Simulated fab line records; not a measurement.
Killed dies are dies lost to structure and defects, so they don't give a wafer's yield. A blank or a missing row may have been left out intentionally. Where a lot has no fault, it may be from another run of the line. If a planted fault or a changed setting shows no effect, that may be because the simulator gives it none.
Chamber matching || flow n5 finfet || rie diel-06 running N5_BEOL_M13_ETCH_59: 4 sister chambers
The step etches BARC in N2/H2, target depth 89 nm, overetch 26.7 nm, time 67.9 s. 18 wafers are shown with their chamber, then 9 later ones without.

## WAFERS PAIRED WITH THEIR CHAMBERS
{"wafer": "L075.2", "chamber": 3, "drypump motor current A (A)": 6.4, "showerhead plenum p Torr (Torr)": 2.64, "throttle valve pct (%)": 17.82}
{"wafer": "L075.4", "chamber": 2, "drypump motor current A (A)": 5.9, "showerhead plenum p Torr (Torr)": 2.50, "throttle valve pct (%)": 17.78}
{"wafer": "L075.5", "chamber": 2, "drypump motor current A (A)": 5.9, "showerhead plenum p Torr (Torr)": 2.50, "throttle valve pct (%)": 17.78}
{"wafer": "L077.1", "chamber": 3, "drypump motor current A (A)": 6.4, "showerhead plenum p Torr (Torr)": 2.64, "throttle valve pct (%)": 17.82}
{"wafer": "L077.4", "chamber": 0, "drypump motor current A (A)": 5.1, "showerhead plenum p Torr (Torr)": 2.41, "throttle valve pct (%)": 17.81}
{"wafer": "L077.6", "chamber": 3, "drypump motor current A (A)": 6.4, "showerhead plenum p Torr (Torr)": 2.64, "throttle valve pct (%)": 17.83}
{"wafer": "L078.1", "chamber": 3, "drypump motor current A (A)": 6.4, "showerhead plenum p Torr (Torr)": 2.64, "throttle valve pct (%)": 17.82}
{"wafer": "L078.3", "chamber": 2, "drypump motor current A (A)": 5.9, "showerhead plenum p Torr (Torr)": 2.50, "throttle valve pct (%)": 17.79}
{"wafer": "L078.6", "chamber": 1, "drypump motor current A (A)": 6.6, "showerhead plenum p Torr (Torr)": 2.70, "throttle valve pct (%)": 17.59}
{"wafer": "L081.1", "chamber": 2, "drypump motor current A (A)": 5.9, "showerhead plenum p Torr (Torr)": 2.49, "throttle valve pct (%)": 17.79}
{"wafer": "L081.2", "chamber": 3, "drypump motor current A (A)": 6.5, "showerhead plenum p Torr (Torr)": 2.63, "throttle valve pct (%)": 17.85}
{"wafer": "L081.3", "chamber": 1, "drypump motor current A (A)": 6.6, "showerhead plenum p Torr (Torr)": 2.69, "throttle valve pct (%)": 17.61}
{"wafer": "L082.1", "chamber": 3, "drypump motor current A (A)": 6.5, "showerhead plenum p Torr (Torr)": 2.63, "throttle valve pct (%)": 17.86}
{"wafer": "L082.2", "chamber": 2, "drypump motor current A (A)": 5.9, "showerhead plenum p Torr (Torr)": 2.49, "throttle valve pct (%)": 17.81}
{"wafer": "L082.6", "chamber": 1, "drypump motor current A (A)": 6.6, "showerhead plenum p Torr (Torr)": 2.69, "throttle valve pct (%)": 17.61}
{"wafer": "L083.1", "chamber": 2, "drypump motor current A (A)": 5.9, "showerhead plenum p Torr (Torr)": 2.49, "throttle valve pct (%)": 17.80}
{"wafer": "L083.2", "chamber": 3, "drypump motor current A (A)": 6.5, "showerhead plenum p Torr (Torr)": 2.63, "throttle valve pct (%)": 17.86}
{"wafer": "L083.4", "chamber": 1, "drypump motor current A (A)": 6.6, "showerhead plenum p Torr (Torr)": 2.69, "throttle valve pct (%)": 17.62}

SIGNATURES (averages over the wafers above)
{"reading": "drypump motor current A", "chamber 0": 5.100, "chamber 1": 6.600, "chamber 2": 5.900, "chamber 3": 6.443, "scatter within a chamber": 0.035}
{"reading": "showerhead plenum p Torr", "chamber 0": 2.4100, "chamber 1": 2.6925, "chamber 2": 2.4950, "chamber 3": 2.6357, "scatter within a chamber": 0.00532}
{"reading": "throttle valve pct", "chamber 0": 17.8100, "chamber 1": 17.6075, "chamber 2": 17.7917, "chamber 3": 17.8371, "scatter within a chamber": 0.0154}
Rule: distance of a wafer from a chamber = root of the sum over the readings of ((wafer's reading minus chamber's mean) / reading's scatter) squared. If the next closest chamber is less than 2 further off than the closest, the wafer can't be placed; otherwise it belongs to the closest. The scatter: take each reading less its chamber's mean, square it, sum over the shown wafers, divide by the number of wafers less the number of chambers, and take the root.

## WAFERS WITH NO CHAMBER GIVEN
{"wafer": "L084.1", "drypump motor current A (A)": 5.9, "showerhead plenum p Torr (Torr)": 2.49, "throttle valve pct (%)": 17.81}
{"wafer": "L084.3", "drypump motor current A (A)": 6.6, "showerhead plenum p Torr (Torr)": 2.69, "throttle valve pct (%)": 17.64}
{"wafer": "L084.6", "drypump motor current A (A)": 5.1, "showerhead plenum p Torr (Torr)": 2.41, "throttle valve pct (%)": 17.85}
{"wafer": "L091.2", "drypump motor current A (A)": 6.6, "showerhead plenum p Torr (Torr)": 2.68, "throttle valve pct (%)": 17.64}
{"wafer": "L091.3", "drypump motor current A (A)": 6.5, "showerhead plenum p Torr (Torr)": 2.62, "throttle valve pct (%)": 17.87}
{"wafer": "L091.4", "drypump motor current A (A)": 5.9, "showerhead plenum p Torr (Torr)": 2.48, "throttle valve pct (%)": 17.85}
{"wafer": "L097.1", "drypump motor current A (A)": 6.5, "showerhead plenum p Torr (Torr)": 2.62, "throttle valve pct (%)": 17.90}
{"wafer": "L097.4", "drypump motor current A (A)": 5.9, "showerhead plenum p Torr (Torr)": 2.48, "throttle valve pct (%)": 17.86}
{"wafer": "L097.5", "drypump motor current A (A)": 5.1, "showerhead plenum p Torr (Torr)": 2.40, "throttle valve pct (%)": 17.88}

## WHICH CHAMBER EACH WENT THROUGH
{"wafer": "L084.1", "from the rows above": 2, "in truth": 2}
{"wafer": "L084.3", "from the rows above": 1, "in truth": 1}
{"wafer": "L084.6", "from the rows above": 0, "in truth": 0}
{"wafer": "L091.2", "from the rows above": 1, "in truth": 1}
{"wafer": "L091.3", "from the rows above": 3, "in truth": 3}
{"wafer": "L091.4", "from the rows above": 2, "in truth": 2}
{"wafer": "L097.1", "from the rows above": 3, "in truth": 3}
{"wafer": "L097.4", "from the rows above": 2, "in truth": 2}
{"wafer": "L097.5", "from the rows above": 0, "in truth": 0}
Correctly placed: 9 of 9. From these rows, 0 cannot be placed. Wrongly placed: 0.
